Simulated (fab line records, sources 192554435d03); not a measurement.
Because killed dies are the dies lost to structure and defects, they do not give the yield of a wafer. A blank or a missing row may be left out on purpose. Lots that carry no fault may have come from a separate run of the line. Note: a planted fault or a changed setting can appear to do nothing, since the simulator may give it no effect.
A sampling plan put to the test :: flow n5Finfet :: 31 faults told of in these records, all on one fab line, each judged by the records of the lots it struck
Plan = the line's own looks (route steps where a gauge or an inspection reads the wafer without altering it). A look can be judged if struck wafers have a number there and the file gives its usual mean and standard deviation on fault-free wafers. Caught: at a look after the fault's first step, the mean of the struck wafers lies 4 or more of those standard deviations (sigma) from the usual mean. On the tool: the identical test, applied to the tool's own readings at the steps of the fault. A different recipe on the struck wafers counts as caught too, as does a record blank only for those wafers.

== THE FAULTS, as the simulator had put them in ==
1. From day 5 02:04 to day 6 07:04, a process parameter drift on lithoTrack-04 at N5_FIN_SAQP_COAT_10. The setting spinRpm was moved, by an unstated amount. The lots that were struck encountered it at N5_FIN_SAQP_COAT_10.
2. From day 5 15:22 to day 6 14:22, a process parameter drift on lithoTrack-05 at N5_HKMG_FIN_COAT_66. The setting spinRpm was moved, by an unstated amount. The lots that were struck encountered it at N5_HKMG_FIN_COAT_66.
3. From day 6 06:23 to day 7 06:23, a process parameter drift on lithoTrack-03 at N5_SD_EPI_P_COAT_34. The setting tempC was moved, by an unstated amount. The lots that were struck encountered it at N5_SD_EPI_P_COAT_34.
4. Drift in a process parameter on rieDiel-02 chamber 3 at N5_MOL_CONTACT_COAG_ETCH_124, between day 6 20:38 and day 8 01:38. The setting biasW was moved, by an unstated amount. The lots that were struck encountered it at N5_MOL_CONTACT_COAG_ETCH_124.
5. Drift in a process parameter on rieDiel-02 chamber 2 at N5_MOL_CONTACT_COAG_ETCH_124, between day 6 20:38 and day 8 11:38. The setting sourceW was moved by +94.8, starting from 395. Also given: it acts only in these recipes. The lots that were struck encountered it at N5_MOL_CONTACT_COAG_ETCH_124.
6. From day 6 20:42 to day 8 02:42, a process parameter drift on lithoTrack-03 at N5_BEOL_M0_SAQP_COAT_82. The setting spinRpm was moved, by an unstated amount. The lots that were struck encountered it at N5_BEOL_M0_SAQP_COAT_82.
7. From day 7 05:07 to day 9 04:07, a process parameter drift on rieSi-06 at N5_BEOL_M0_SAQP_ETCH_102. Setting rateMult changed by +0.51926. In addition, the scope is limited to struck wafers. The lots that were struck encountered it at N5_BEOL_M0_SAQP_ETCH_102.
8. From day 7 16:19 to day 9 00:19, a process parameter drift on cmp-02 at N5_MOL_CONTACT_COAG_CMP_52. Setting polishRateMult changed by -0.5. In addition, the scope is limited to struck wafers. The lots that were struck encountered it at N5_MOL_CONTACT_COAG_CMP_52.
9. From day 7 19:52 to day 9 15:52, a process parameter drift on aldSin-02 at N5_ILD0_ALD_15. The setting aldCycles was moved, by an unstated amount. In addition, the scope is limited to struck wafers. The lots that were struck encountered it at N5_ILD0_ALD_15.
10. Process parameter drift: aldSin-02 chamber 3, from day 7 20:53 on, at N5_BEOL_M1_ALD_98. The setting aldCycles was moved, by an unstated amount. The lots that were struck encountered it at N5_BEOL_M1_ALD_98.
11. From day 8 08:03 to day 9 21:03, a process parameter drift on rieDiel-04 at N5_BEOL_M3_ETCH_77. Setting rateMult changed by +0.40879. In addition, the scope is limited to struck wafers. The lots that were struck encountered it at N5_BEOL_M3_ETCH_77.
12. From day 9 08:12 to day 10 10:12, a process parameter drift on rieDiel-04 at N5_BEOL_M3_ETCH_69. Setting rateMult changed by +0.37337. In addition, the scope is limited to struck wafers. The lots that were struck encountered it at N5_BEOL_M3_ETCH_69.
13. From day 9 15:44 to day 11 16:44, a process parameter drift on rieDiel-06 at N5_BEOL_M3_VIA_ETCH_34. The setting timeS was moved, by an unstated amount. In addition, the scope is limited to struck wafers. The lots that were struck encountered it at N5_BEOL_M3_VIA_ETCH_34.
14. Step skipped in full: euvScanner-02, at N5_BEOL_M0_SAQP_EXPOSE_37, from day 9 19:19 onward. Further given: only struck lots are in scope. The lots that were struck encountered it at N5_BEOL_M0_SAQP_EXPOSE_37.
15. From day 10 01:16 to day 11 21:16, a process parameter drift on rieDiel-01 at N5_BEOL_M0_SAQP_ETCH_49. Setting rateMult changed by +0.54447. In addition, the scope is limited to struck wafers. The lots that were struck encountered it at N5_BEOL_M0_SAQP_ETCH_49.
16. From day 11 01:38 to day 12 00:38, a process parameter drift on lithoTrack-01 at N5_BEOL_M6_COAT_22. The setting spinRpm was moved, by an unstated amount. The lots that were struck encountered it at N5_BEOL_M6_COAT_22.
17. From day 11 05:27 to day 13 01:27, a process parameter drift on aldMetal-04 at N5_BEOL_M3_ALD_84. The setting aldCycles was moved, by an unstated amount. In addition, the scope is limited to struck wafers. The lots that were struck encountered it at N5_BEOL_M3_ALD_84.
18. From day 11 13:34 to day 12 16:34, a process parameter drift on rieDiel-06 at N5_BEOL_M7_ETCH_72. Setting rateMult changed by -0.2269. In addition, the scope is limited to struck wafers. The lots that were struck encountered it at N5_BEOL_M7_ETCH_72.
19. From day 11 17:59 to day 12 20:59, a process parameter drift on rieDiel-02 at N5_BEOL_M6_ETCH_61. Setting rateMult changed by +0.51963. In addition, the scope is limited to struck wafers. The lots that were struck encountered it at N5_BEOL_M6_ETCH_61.
20. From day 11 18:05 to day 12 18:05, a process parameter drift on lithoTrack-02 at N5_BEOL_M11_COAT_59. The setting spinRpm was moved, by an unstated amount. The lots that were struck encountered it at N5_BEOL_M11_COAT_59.
21. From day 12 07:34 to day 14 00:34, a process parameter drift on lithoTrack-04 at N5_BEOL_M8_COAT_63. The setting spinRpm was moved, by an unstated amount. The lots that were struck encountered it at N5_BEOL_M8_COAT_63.
22. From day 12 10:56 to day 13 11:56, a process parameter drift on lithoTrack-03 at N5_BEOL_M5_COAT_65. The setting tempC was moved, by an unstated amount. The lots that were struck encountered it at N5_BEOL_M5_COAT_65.
23. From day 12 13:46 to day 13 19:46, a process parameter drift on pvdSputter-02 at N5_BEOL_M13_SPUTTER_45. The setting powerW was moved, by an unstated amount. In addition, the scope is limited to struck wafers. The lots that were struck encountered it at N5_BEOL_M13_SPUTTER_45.
24. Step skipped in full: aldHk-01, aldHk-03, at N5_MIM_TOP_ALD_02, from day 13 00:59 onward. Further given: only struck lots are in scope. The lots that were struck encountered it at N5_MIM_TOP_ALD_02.
25. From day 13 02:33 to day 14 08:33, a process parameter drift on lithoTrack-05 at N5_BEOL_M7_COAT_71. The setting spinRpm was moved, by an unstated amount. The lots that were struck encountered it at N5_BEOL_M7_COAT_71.
26. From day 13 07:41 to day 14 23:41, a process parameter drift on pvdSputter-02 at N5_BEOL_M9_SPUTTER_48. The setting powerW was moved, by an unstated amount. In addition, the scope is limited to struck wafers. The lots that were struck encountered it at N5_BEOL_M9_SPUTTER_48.
27. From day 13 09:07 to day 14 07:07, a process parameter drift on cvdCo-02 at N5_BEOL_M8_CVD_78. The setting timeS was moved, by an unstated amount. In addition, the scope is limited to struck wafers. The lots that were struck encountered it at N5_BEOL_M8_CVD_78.
28. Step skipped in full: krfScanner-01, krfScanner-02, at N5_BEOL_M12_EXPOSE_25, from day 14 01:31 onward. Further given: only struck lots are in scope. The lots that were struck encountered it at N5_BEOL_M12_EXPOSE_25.
29. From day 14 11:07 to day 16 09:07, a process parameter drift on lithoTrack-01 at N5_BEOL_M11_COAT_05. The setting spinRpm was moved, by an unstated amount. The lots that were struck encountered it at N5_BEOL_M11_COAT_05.
30. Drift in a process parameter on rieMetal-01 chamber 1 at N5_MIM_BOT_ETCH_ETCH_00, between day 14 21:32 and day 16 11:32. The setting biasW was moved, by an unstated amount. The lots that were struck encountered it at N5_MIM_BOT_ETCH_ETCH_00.
31. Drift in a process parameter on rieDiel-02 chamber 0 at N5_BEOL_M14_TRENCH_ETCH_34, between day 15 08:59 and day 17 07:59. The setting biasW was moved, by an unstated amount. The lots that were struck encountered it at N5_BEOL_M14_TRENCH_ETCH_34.

== WHAT THE PLAN SAW ==
fault: 1
on the tool itself: spinSpeedRpm +99 or beyond sigma
first look that catches it: none of the 2 looks that can be judged after it
reading, sigma: -
median hours from its first step to that look: -
hours from the fault's start to the first struck lot there: -
judged looks passed uncaught: 2

fault: 2
on the tool itself: spinSpeedRpm -42 sigma
first look that catches it: not the one look that can be judged after it
reading, sigma: -
median hours from its first step to that look: -
hours from the fault's start to the first struck lot there: -
judged looks passed uncaught: 1

fault: 3
on the tool itself: heaterPowerTotalW +99 or beyond sigma
first look that catches it: not the one look that can be judged after it
reading, sigma: -
median hours from its first step to that look: -
hours from the fault's start to the first struck lot there: -
judged looks passed uncaught: 1

fault: 4
on the tool itself: biasW +16 sigma
first look that catches it: none of the 2 looks that can be judged after it
reading, sigma: -
median hours from its first step to that look: -
hours from the fault's start to the first struck lot there: -
judged looks passed uncaught: 2

fault: 5
on the tool itself: rfFwdPowerW +48 sigma
first look that catches it: not the one look that can be judged after it
reading, sigma: -
median hours from its first step to that look: -
hours from the fault's start to the first struck lot there: -
judged looks passed uncaught: 1

fault: 6
on the tool itself: spinSpeedRpm -66 sigma
first look that catches it: none of the 2 looks that can be judged after it
reading, sigma: -
median hours from its first step to that look: -
hours from the fault's start to the first struck lot there: -
judged looks passed uncaught: 2

fault: 7
on the tool itself: oesProductAu +16 sigma
first look that catches it: not the one look that can be judged after it
reading, sigma: -
median hours from its first step to that look: -
hours from the fault's start to the first struck lot there: -
judged looks passed uncaught: 1

fault: 8
on the tool itself: overpolishRunS -99 or beyond sigma
first look that catches it: N5_MOL_CONTACT_COAG_INSPECT_97
reading, sigma: rawDefectCount +54
median hours from its first step to that look: 3.3
hours from the fault's start to the first struck lot there: 14
judged looks passed uncaught: 0

fault: 9
on the tool itself: under 2 sigma
first look that catches it: none of the 2 looks that can be judged after it
reading, sigma: strongest: IOFF_N at N5_BEOL_M4_RC_MEAS_101, +2.7
median hours from its first step to that look: -
hours from the fault's start to the first struck lot there: -
judged looks passed uncaught: 2

fault: 10
on the tool itself: under 2 sigma
first look that catches it: not the one look that can be judged after it
reading, sigma: -
median hours from its first step to that look: -
hours from the fault's start to the first struck lot there: -
judged looks passed uncaught: 1

fault: 11
on the tool itself: etchRfOnTimeS -12 sigma
first look that catches it: not the one look that can be judged after it
reading, sigma: -
median hours from its first step to that look: -
hours from the fault's start to the first struck lot there: -
judged looks passed uncaught: 1

fault: 12
on the tool itself: etchRfOnTimeS -12 sigma
first look that catches it: not the one look that can be judged after it
reading, sigma: -
median hours from its first step to that look: -
hours from the fault's start to the first struck lot there: -
judged looks passed uncaught: 1

fault: 13
on the tool itself: runLengthS +9.8 sigma
first look that catches it: not the one look that can be judged after it
reading, sigma: -
median hours from its first step to that look: -
hours from the fault's start to the first struck lot there: -
judged looks passed uncaught: 1

fault: 14
on the tool itself: no reading that can be judged
first look that catches it: no look after it can be judged
reading, sigma: -
median hours from its first step to that look: -
hours from the fault's start to the first struck lot there: -
judged looks passed uncaught: 0

fault: 15
on the tool itself: only faintly: oesProductAu +2.9 sigma
first look that catches it: not the one look that can be judged after it
reading, sigma: -
median hours from its first step to that look: -
hours from the fault's start to the first struck lot there: -
judged looks passed uncaught: 1

fault: 16
on the tool itself: spinSpeedRpm -78 sigma
first look that catches it: no look after it can be judged
reading, sigma: -
median hours from its first step to that look: -
hours from the fault's start to the first struck lot there: -
judged looks passed uncaught: 0

fault: 17
on the tool itself: under 2 sigma
first look that catches it: not the one look that can be judged after it
reading, sigma: -
median hours from its first step to that look: -
hours from the fault's start to the first struck lot there: -
judged looks passed uncaught: 1

fault: 18
on the tool itself: etchRfOnTimeS +10 sigma
first look that catches it: no look after it can be judged
reading, sigma: -
median hours from its first step to that look: -
hours from the fault's start to the first struck lot there: -
judged looks passed uncaught: 0

fault: 19
on the tool itself: etchRfOnTimeS -14 sigma
first look that catches it: no look after it can be judged
reading, sigma: -
median hours from its first step to that look: -
hours from the fault's start to the first struck lot there: -
judged looks passed uncaught: 0

fault: 20
on the tool itself: spinSpeedRpm -99 or beyond sigma
first look that catches it: not the one look that can be judged after it
reading, sigma: -
median hours from its first step to that look: -
hours from the fault's start to the first struck lot there: -
judged looks passed uncaught: 1

fault: 21
on the tool itself: spinSpeedRpm +96 sigma
first look that catches it: no look after it can be judged
reading, sigma: -
median hours from its first step to that look: -
hours from the fault's start to the first struck lot there: -
judged looks passed uncaught: 0

fault: 22
on the tool itself: plateTempC -99 or beyond sigma
first look that catches it: no look after it can be judged
reading, sigma: -
median hours from its first step to that look: -
hours from the fault's start to the first struck lot there: -
judged looks passed uncaught: 0

fault: 23
on the tool itself: cathodeDcPowerW +99 or beyond sigma
first look that catches it: no look after it can be judged
reading, sigma: -
median hours from its first step to that look: -
hours from the fault's start to the first struck lot there: -
judged looks passed uncaught: 0

fault: 24
on the tool itself: the tool's record is blank for the struck wafers
first look that catches it: no look after it can be judged
reading, sigma: -
median hours from its first step to that look: -
hours from the fault's start to the first struck lot there: -
judged looks passed uncaught: 0

fault: 25
on the tool itself: spinSpeedRpm +71 sigma
first look that catches it: not the one look that can be judged after it
reading, sigma: -
median hours from its first step to that look: -
hours from the fault's start to the first struck lot there: -
judged looks passed uncaught: 1

fault: 26
on the tool itself: cathodeDcPowerW -99 or beyond sigma
first look that catches it: no look after it can be judged
reading, sigma: -
median hours from its first step to that look: -
hours from the fault's start to the first struck lot there: -
judged looks passed uncaught: 0

fault: 27
on the tool itself: runLengthS -86 sigma
first look that catches it: no look after it can be judged
reading, sigma: -
median hours from its first step to that look: -
hours from the fault's start to the first struck lot there: -
judged looks passed uncaught: 0

fault: 28
on the tool itself: no reading that can be judged
first look that catches it: no look after it can be judged
reading, sigma: -
median hours from its first step to that look: -
hours from the fault's start to the first struck lot there: -
judged looks passed uncaught: 0

fault: 29
on the tool itself: spinSpeedRpm +99 or beyond sigma
first look that catches it: no look after it can be judged
reading, sigma: -
median hours from its first step to that look: -
hours from the fault's start to the first struck lot there: -
judged looks passed uncaught: 0

fault: 30
on the tool itself: biasW +40 sigma
first look that catches it: not the one look that can be judged after it
reading, sigma: -
median hours from its first step to that look: -
hours from the fault's start to the first struck lot there: -
judged looks passed uncaught: 1

fault: 31
on the tool itself: biasW -30 sigma
first look that catches it: no look after it can be judged
reading, sigma: -
median hours from its first step to that look: -
hours from the fault's start to the first struck lot there: -
judged looks passed uncaught: 0
Dash: fault not caught, or number not given in these records.

Caught at a look: 1 of 31. Caught on the tool: 25 of 31. By one or the other: 25 of 31.
Faults caught by the tool alone: 1, 2, 3, 4, 5, 6, 7, 11, 12, 13, 16, 18, 19, 20, 21, 22, 23, 24, 25, 26, 27, 29, 30, 31.
Caught by neither: faults 9, 10, 14, 15, 17, 28.

== THINNER SAMPLING ==
Were the look that catches a fault to measure just every second or every third lot (counted by lot number), the first struck lot would, at worst, be measured this late:
fault: 8
struck lots at that look, in order of time: L375, L377
every lot: 14 h
every second lot: may miss all 2
every third lot: may miss all 2
Hours are from the fault's start to the first struck lot that is measured. The test against the limit of 4 sigma pooled every struck wafer, which means one lot taken alone may stay below that limit. Other struck lots may not be in these records.

== THE LONGEST TIMED WAY FROM STEP TO LOOK ==
Fault 8: a median of 3.3 hours passes between N5_MOL_CONTACT_COAG_CMP_52 and N5_MOL_CONTACT_COAG_INSPECT_97. No look between them can be judged.
